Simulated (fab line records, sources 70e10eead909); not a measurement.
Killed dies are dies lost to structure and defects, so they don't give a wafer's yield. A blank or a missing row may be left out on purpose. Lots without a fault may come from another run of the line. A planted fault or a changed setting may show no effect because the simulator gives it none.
fab line records | flow nand_harc
record lots=13 wafers=39 last_day=33
route steps=1302 shown A_SLIT@935 A_WL_FILL@954 END@1302
lots that met no fault: from a run of the same line without faults
start_h: hours from the record's first day to the start of the lot's first wafer shown | wait_h: hours since the lot's step before | " the same as in the row above | L1.1+2: a row that stands for several wafers | - no value, or no start given | * or withheld: withheld | < > ~ a bound
route shown NAME@n: a module of which the file shows steps, and the number in the route of the first | usual: mean/standard deviation of fault-free wafers | same: alike in all rows | chamber/n: place in a boat | sites: the reading at each site | _std_site: their standard deviation | _edge_site: outer sites' mean less inner sites' | radius_mm: how far each site lies from the wafer's centre | mask NAME#n: copy n | behind: the tool/chamber that last shaped the wafer | hold: why the lot was held/for how many hours/how that ended | device: the transistor (n, p or np) that didn't switch | end of line: the same wafers' tests at the end of the route | a step without rows: its recipe alone | killed: dies lost to structure and defects at the first sort, not the wafer's yield | map: a wafer's dies, x killed, . not, _ none there
set.NAME: the setting as run; set.NAME@STEP: as run at that earlier step | model.NAME: the simulator's own value behind a step, which no gauge read
steps of the route over a sample of lots; a table a step, a row a wafer
services: from which hour (start_h, from the record's first day; less than 0 if before it) a tool's chamber was out of use, for how many hours, and why
## steps
# step NHARC_A_SLIT_INSPECT_11
# usual raw_defect_count=60/31
# columns lot.wafer tool chamber start_h wait_h raw_defect_count
L433.1 defect_inspect-02 - 461.91 0.0 28
L433.4 " - " " 18
L433.5 " - " " 17
L432.2 defect_inspect-01 - 462.97 0.0 120
L432.5 " - " " 124
L432.6 " - " " 100
L436.4 defect_inspect-01 - 477.69 0.0 101
L436.5 " - " " 111
L436.6 " - " " 117
L435.1 defect_inspect-01 - 493.62 0.0 73
L435.3 " - " " 67
L435.6 " - " " 69
L437.1 defect_inspect-01 - 513.89 0.0 77
L437.3 " - " " 81
L437.5 " - " " 92
L438.3 defect_inspect-01 - 533.15 0.0 59
L438.4 " - " " 62
L438.5 " - " " 58
L441.2 defect_inspect-01 - 542.59 0.0 106
L441.3 " - " " 113
L441.5 " - " " 88
L443.2 defect_inspect-02 - 555.57 0.0 81
L443.3 " - " " 86
L443.5 " - " " 79
L445.1 defect_inspect-01 - 578.19 0.0 19
L445.2 " - " " 14
L445.3 " - " " 20
L450.1 defect_inspect-01 - 626.58 0.0 51
L450.2 " - " " 56
L450.5 " - " " 50
L451.1 defect_inspect-02 - 635.13 0.0 86
L451.3 " - " " 114
L451.4 " - " " 105
L454.1 defect_inspect-01 - 659.70 0.0 31
L454.4 " - " " 32
L454.5 " - " " 28
L455.1 defect_inspect-02 - 680.56 0.0 31
L455.2 " - " " 38
L455.3 " - " " 37
# step NHARC_A_WL_FILL_ALD_02
# recipe target_thk_a=20 pulse_time_s=3 ald_cycles=100 temp_c=450 material=TiN
# usual ald_cycles=100/0 heater_power_w=1108/88 precursor_pulse_height_rel=0.999/0.02
# columns lot.wafer tool chamber start_h wait_h ald_cycles heater_power_w precursor_pulse_height_rel
L433.4 ald_metal-03 0 475.65 0.1 100 1043 1.004
L433.1 " 1 " " 100 1166 0.969
L433.5 " 3 " " 100 975 0.995
L432.2 ald_metal-02 3 477.22 0.2 100 1098 1.022
L432.5 " 2 " " 100 1108 1.001
L432.6 " 3 " " 100 1108 1.012
L436.4 ald_metal-01 0 492.76 0.1 100 1357 0.970
L436.5 " 3 " " 100 1160 0.985
L436.6 " 0 " " 100 1344 0.991
L435.3 ald_metal-01 3 507.84 0.2 100 1130 1.028
L435.1 " 0 " " 100 1345 0.957
L435.6 " 1 " " 100 1082 0.978
L437.3 ald_metal-03 3 527.52 0.1 100 1005 0.989
L437.1 " 1 " " 100 1168 0.953
L437.5 " 3 " " 100 1016 0.979
L438.4 ald_metal-03 3 546.77 0.2 100 996 1.033
L438.3 " 0 " " 100 1025 0.965
L438.5 " 1 " " 100 1149 0.980
L441.2 ald_metal-01 0 556.24 0.2 100 1323 1.011
L441.3 " 3 " " 100 1150 1.008
L441.5 " 0 " " 100 1355 1.003
L443.2 ald_metal-01 1 572.45 0.2 100 1058 1.029
L443.3 " 2 " " 100 1136 0.975
L443.5 " 2 " " 100 1202 1.033
L445.1 ald_metal-03 1 591.90 0.2 100 1112 0.976
L445.3 " 2 " " 100 1029 1.041
L445.2 " 3 " " 100 1066 1.018
L450.1 ald_metal-01 0 640.16 0.2 100 1315 1.021
L450.2 " 3 " " 100 1176 1.009
L450.5 " 1 " " 122 1080 0.960
L451.3 ald_metal-01 0 648.76 0.1 100 1347 0.983
L451.1 " 2 " " 100 1123 0.993
L451.4 " 3 " " 122 1153 0.979
L454.4 ald_metal-03 3 675.49 0.1 100 1073 1.020
L454.1 " 1 " " 100 1109 0.997
L454.5 " 0 " " 100 1038 1.006
L455.2 ald_metal-02 3 694.92 0.2 100 1083 0.986
L455.1 " 1 " " 100 1146 0.979
L455.3 " 2 " " 100 1102 0.982
# step NHARC_A_WL_FILL_CVD_03
# recipe target_thk_a=400 temp_c=300 pressure_torr=40 wf6_flow_sccm=40 h2_flow_sccm=1600 ar_flow_sccm=1560 time_s=279 material=W
# usual heater_power_w=512/57 mfc_wf6_sccm=40.00/0.12 throttle_valve_pct=7.9/0.34
# columns lot.wafer tool chamber start_h wait_h heater_power_w mfc_wf6_sccm throttle_valve_pct
L433.1 cvd_w-02 0 476.05 0.1 442 40.03 8.0
L433.4 " 1 " " 492 40.06 7.9
L433.5 " 1 " " 493 40.17 7.8
L432.2 cvd_w-01 1 477.67 0.1 553 40.02 8.1
L432.6 " 0 " " 610 39.95 7.4
L432.5 " 1 " " 557 40.00 8.0
L436.4 cvd_w-02 1 493.31 0.2 492 40.06 8.0
L436.6 " 0 " " 441 39.94 7.8
L436.5 " 1 " " 497 40.10 8.0
L435.1 cvd_w-02 0 508.21 0.1 440 40.08 8.0
L435.3 " 1 " " 482 40.09 7.9
L435.6 " 0 " " 435 40.12 7.9
L437.1 cvd_w-01 1 527.96 0.1 543 40.06 8.2
L437.3 " 1 " " 563 40.04 8.2
L437.5 " 0 " " 603 39.71 7.3
L438.3 cvd_w-02 0 547.24 0.2 439 40.06 8.1
L438.4 " 1 " " 501 39.98 7.8
L438.5 " 1 " " 489 39.82 8.2
L441.2 cvd_w-02 1 556.72 0.1 494 39.89 8.0
L441.3 " 0 " " 436 39.95 7.8
L441.5 " 0 " " 440 39.90 7.8
L443.2 cvd_w-01 0 572.94 0.1 561 39.95 7.4
L443.3 " 0 " " 568 40.05 7.4
L443.5 " 0 " " 584 39.84 7.0
L445.1 cvd_w-02 0 592.34 0.1 447 40.01 7.9
L445.2 " 1 " " 496 40.20 7.8
L445.3 " 1 " " 493 39.99 8.0
L450.1 cvd_w-01 0 640.59 0.1 571 39.74 7.4
L450.2 " 1 " " 557 39.86 8.0
L450.5 " 0 " " 585 40.00 7.2
L451.1 cvd_w-02 1 649.28 0.1 472 39.89 7.7
L451.3 " 1 " " 471 40.05 7.4
L451.4 " 1 " " 483 39.90 7.7
L454.1 cvd_w-01 0 675.99 0.1 591 39.89 7.2
L454.4 " 0 " " 592 39.92 7.4
L454.5 " 0 " " 590 40.02 7.2
L455.2 cvd_w-01 1 695.36 0.1 578 39.97 7.9
L455.1 " 0 " " 578 40.02 7.3
L455.3 " 1 " " 562 39.94 8.2
# step NHARC_A_WL_FILL_STRIP_27
# recipe power_w=1500 temp_c=250 time_s=20 chemistry=N2/H2
# usual drypump_motor_current_A=5.36/0.11 heater_power_w=352/25
# columns lot.wafer tool chamber start_h wait_h drypump_motor_current_A heater_power_w rf_hours_counter_h
L433.1 plasma_asher-02 0 476.82 0.1 5.41 367 6
L433.4 " 1 " " 5.46 365 -
L433.5 " 1 " " 5.49 372 -
L432.2 plasma_asher-01 1 478.41 0.1 5.19 319 30
L432.6 " 0 " " 5.32 353 -
L432.5 " 1 " " 5.21 319 -
L436.4 plasma_asher-02 1 493.96 0.1 5.51 357 -
L436.6 " 1 " " 5.49 354 -
L436.5 " 0 " " 5.42 379 -
L435.1 plasma_asher-01 0 508.95 0.1 5.37 345 36
L435.3 " 0 " " 5.36 345 -
L435.6 " 1 " " 5.22 325 -
L437.1 plasma_asher-02 0 528.71 0.1 5.41 371 18
L437.3 " 0 " " 5.41 371 -
L437.5 " 1 " " 5.50 359 -
L438.4 plasma_asher-01 1 548.12 0.3 5.20 307 -
L438.3 " 0 " " 5.32 370 -
L438.5 " 0 " " 5.33 366 -
L441.2 plasma_asher-02 0 557.42 0.1 5.36 374 24
L441.3 " 0 " " 5.39 369 -
L441.5 " 1 " " 5.49 364 -
L443.2 plasma_asher-01 1 573.91 0.2 5.21 309 10
L443.3 " 1 " " 5.20 300 -
L443.5 " 0 " " 5.35 375 -
L445.1 plasma_asher-01 0 593.09 0.1 5.35 370 14
L445.2 " 1 " " 5.20 310 14
L445.3 " 0 " " 5.39 369 -
L450.1 plasma_asher-02 1 641.35 0.1 5.47 367 11
L450.2 " 0 " " 5.36 366 11
L450.5 " 1 " " 5.47 365 -
L451.1 plasma_asher-01 0 650.36 0.1 5.36 380 23
L451.3 " 1 " " 5.20 309 -
L451.4 " 0 " " 5.35 373 -
L454.1 plasma_asher-02 0 676.69 0.1 5.41 355 17
L454.4 " 1 " " 5.49 363 -
L454.5 " 0 " " 5.42 362 -
L455.1 plasma_asher-02 0 696.11 0.1 5.38 361 21
L455.2 " 1 " " 5.51 371 21
L455.3 " 1 " " 5.48 362 -
# step NHARC_END_SORT_01
# recipe temp_c=25
# usual killed_at_array=57/18 killed_at_other=0.9/1.3 killed_at_periphery=3.5/2.2 killed_dies=62/18 killed_open=3.0/1.7 killed_short=2.3/1.5
# same gross_dies=677
# columns lot.wafer tool chamber start_h wait_h killed_at_array killed_at_other killed_at_periphery killed_dies killed_open killed_short
L451.1 prober-02 0 740.72 2.4 62 1 1 64 4 2
L451.3 prober-02 0 742.32 3.1 62 2 1 65 3 4
L451.4 prober-02 0 743.12 3.4 69 1 3 73 0 1
# killed by level:class
L451.1 A_CHANNEL_HOLE_D1:chamber_film_flake=22 A_CHANNEL_HOLE_D2:chamber_film_flake=21 A_M1:chamber_film_flake=5 A_STAIRCASE:chamber_film_flake=4 A_SLIT:chamber_film_flake=3 A_CHANNEL_FILL_D1:geometric_particle:short=1 A_ONON_D2:geometric_particle:open=1 A_BLC:geometric_particle:open=1
L451.3 A_CHANNEL_HOLE_D1:chamber_film_flake=25 A_CHANNEL_HOLE_D2:chamber_film_flake=19 A_M1:chamber_film_flake=4 A_CHANNEL_FILL_D1:geometric_particle:open=2 A_WL_FILL:geometric_particle:short=2 A_SLIT:chamber_film_flake=2 A_STAIRCASE:chamber_film_flake=2 A_CONTACT:chamber_film_flake=2
L451.4 A_CHANNEL_HOLE_D1:chamber_film_flake=34 A_CHANNEL_HOLE_D2:chamber_film_flake=19 A_STAIRCASE:chamber_film_flake=5 A_M1:chamber_film_flake=4 A_SLIT:chamber_film_flake=3 P_ZERO_WELL:chamber_film_flake=2 A_CONTACT:chamber_film_flake=2 P_M0:geometric_particle:short=1
## services
# columns tool chamber start_h hours kind
cvd_w-02 0 463.00 - clean
cvd_w-02 1 463.00 - clean
ald_metal-01 - 479.95 0.8 repair
ald_metal-03 0 490.71 4.7 repair
cvd_w-02 0 493.90 3.1 repair
cvd_w-02 0 502.05 3.2 repair
plasma_asher-01 - 519.00 9.0 pm
ald_metal-01 - 526.00 10.0 pm
cvd_w-02 - 536.36 0.8 repair
cvd_w-01 - 547.16 13.0 pm
ald_metal-03 - 568.00 10.0 pm
ald_metal-01 2 594.13 10.5 repair
plasma_asher-02 - 603.61 9.0 pm
plasma_asher-02 0 603.61 9.0 vent_cycle
plasma_asher-02 1 603.61 9.0 vent_cycle
ald_metal-02 - 610.10 10.0 pm
plasma_asher-02 0 612.61 - clean
cvd_w-02 0 627.32 27.5 repair
plasma_asher-01 - 627.72 12.0 repair
ald_metal-03 - 629.36 1.0 repair
cvd_w-02 - 631.32 13.0 pm
cvd_w-01 - 648.61 0.5 repair
plasma_asher-02 - 678.26 3.1 repair
plasma_asher-01 - 696.00 9.0 pm
## key
first_sign step=NHARC_A_WL_FILL_ALD_02 reading=ald_cycles direction=up sigmas=99+ usual=100 struck=122
effect none on later readings
met_at NHARC_A_WL_FILL_ALD_02
struck_lots L450,L451
struck_wafers L450.5,L451.4
tester_left_out L450,L451
not_acting_at NHARC_A_SLIT_INSPECT_11,NHARC_A_WL_FILL_CVD_03,NHARC_A_WL_FILL_STRIP_27
onset_between 572.45 640.16
fault kind=process_parameter_drift tool=ald_metal-01 chamber=- onset_h=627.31 steps=NHARC_A_WL_FILL_ALD_02 channel=ald_cycles offset=22 shape=step end_h=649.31 scope=struck_wafers_only acts_in=these_recipes_only stated=100
# tester_left_out: of these lots the tester's yield and bins aren't shown, on N5 and GAA mostly nor the transistor test; their killed dies are dies lost to structure and defects alone, not to doping, threshold or leakage, so they don't give the yield
